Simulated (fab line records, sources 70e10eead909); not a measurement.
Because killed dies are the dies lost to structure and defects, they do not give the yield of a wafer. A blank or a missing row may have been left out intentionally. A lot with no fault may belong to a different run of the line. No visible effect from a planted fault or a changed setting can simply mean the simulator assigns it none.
Matching of chambers :: flow nand harc :: 4 sister chambers for NHARC_A_STAIRCASE_DESCUM_186 on rie diel-04
The step chemistry O2, time 3 s. 16 wafers are shown with their chamber, then 8 later ones without.

== WAFERS PAIRED WITH THEIR CHAMBERS ==
wafer: L079.1
chamber: 3
drypump motor current A (A): 6.2
showerhead plenum p Torr (Torr): 1.94
rf vpp V (V): 57.5

wafer: L079.2
chamber: 2
drypump motor current A (A): 5.1
showerhead plenum p Torr (Torr): 1.81
rf vpp V (V): 57.2

wafer: L079.6
chamber: 0
drypump motor current A (A): 5.6
showerhead plenum p Torr (Torr): 1.84
rf vpp V (V): 58.2

wafer: L078.2
chamber: 1
drypump motor current A (A): 5.9
showerhead plenum p Torr (Torr): 1.88
rf vpp V (V): 58.5

wafer: L078.3
chamber: 2
drypump motor current A (A): 5.1
showerhead plenum p Torr (Torr): 1.81
rf vpp V (V): 57.9

wafer: L078.4
chamber: 3
drypump motor current A (A): 6.2
showerhead plenum p Torr (Torr): 1.94
rf vpp V (V): 57.3

wafer: L078.1
chamber: 0
drypump motor current A (A): 5.6
showerhead plenum p Torr (Torr): 1.84
rf vpp V (V): 59.6

wafer: L078.5
chamber: 3
drypump motor current A (A): 6.1
showerhead plenum p Torr (Torr): 1.94
rf vpp V (V): 57.0

wafer: L078.6
chamber: 2
drypump motor current A (A): 5.1
showerhead plenum p Torr (Torr): 1.81
rf vpp V (V): 58.1

wafer: L083.3
chamber: 1
drypump motor current A (A): 5.8
showerhead plenum p Torr (Torr): 1.87
rf vpp V (V): 58.4

wafer: L083.5
chamber: 2
drypump motor current A (A): 5.1
showerhead plenum p Torr (Torr): 1.80
rf vpp V (V): 55.8

wafer: L083.6
chamber: 1
drypump motor current A (A): 5.8
showerhead plenum p Torr (Torr): 1.87
rf vpp V (V): 57.9

wafer: L087.1
chamber: 3
drypump motor current A (A): 6.2
showerhead plenum p Torr (Torr): 1.93
rf vpp V (V): 59.1

wafer: L087.2
chamber: 2
drypump motor current A (A): 5.1
showerhead plenum p Torr (Torr): 1.80
rf vpp V (V): 57.8

wafer: L087.5
chamber: 3
drypump motor current A (A): 6.2
showerhead plenum p Torr (Torr): 1.93
rf vpp V (V): 58.3

wafer: L087.3
chamber: 1
drypump motor current A (A): 5.8
showerhead plenum p Torr (Torr): 1.87
rf vpp V (V): 58.8

SIGNATURES (averages over the wafers above)
reading: drypump motor current A
chamber 0: 5.600
chamber 1: 5.825
chamber 2: 5.100
chamber 3: 6.180
scatter within a chamber: 0.0359

reading: showerhead plenum p Torr
chamber 0: 1.8400
chamber 1: 1.8725
chamber 2: 1.8060
chamber 3: 1.9360
scatter within a chamber: 0.00512

reading: rf vpp V
chamber 0: 58.900
chamber 1: 58.400
chamber 2: 57.360
chamber 3: 57.840
scatter within a chamber: 0.806
Rule: for each reading, subtract the chamber's mean from the wafer's reading, divide by that reading's scatter and square the result; add these up over the readings and take the root, which gives the wafer's distance from the chamber. If the next closest chamber is less than 2 further off than the closest, the wafer can't be placed; otherwise it belongs to the closest. The scatter: take each reading less its chamber's mean, square it, sum over the shown wafers, divide by the number of wafers less the number of chambers, and take the root.

== WAFERS WITH NO CHAMBER GIVEN ==
wafer: L087.4
drypump motor current A (A): 5.6
showerhead plenum p Torr (Torr): 1.83
rf vpp V (V): 56.4

wafer: L087.6
drypump motor current A (A): 5.6
showerhead plenum p Torr (Torr): 1.83
rf vpp V (V): 57.1

wafer: L088.3
drypump motor current A (A): 5.6
showerhead plenum p Torr (Torr): 1.83
rf vpp V (V): 57.9

wafer: L088.4
drypump motor current A (A): 5.8
showerhead plenum p Torr (Torr): 1.86
rf vpp V (V): 56.6

wafer: L088.6
drypump motor current A (A): 5.8
showerhead plenum p Torr (Torr): 1.86
rf vpp V (V): 58.0

wafer: L090.3
drypump motor current A (A): 6.2
showerhead plenum p Torr (Torr): 1.93
rf vpp V (V): 58.0

wafer: L090.4
drypump motor current A (A): 5.9
showerhead plenum p Torr (Torr): 1.86
rf vpp V (V): 57.5

wafer: L090.5
drypump motor current A (A): 6.2
showerhead plenum p Torr (Torr): 1.93
rf vpp V (V): 58.8

== WHICH CHAMBER EACH ONE RAN IN ==
wafer: L087.4
from the rows above: 0
in truth: 0

wafer: L087.6
from the rows above: 0
in truth: 0

wafer: L088.3
from the rows above: 0
in truth: 0

wafer: L088.4
from the rows above: 1
in truth: 1

wafer: L088.6
from the rows above: 1
in truth: 1

wafer: L090.3
from the rows above: 3
in truth: 3

wafer: L090.4
from the rows above: 1
in truth: 1

wafer: L090.5
from the rows above: 3
in truth: 3
Placed correctly: 8 of 8. Can't be placed from these rows: 0. Wrongly placed: 0.
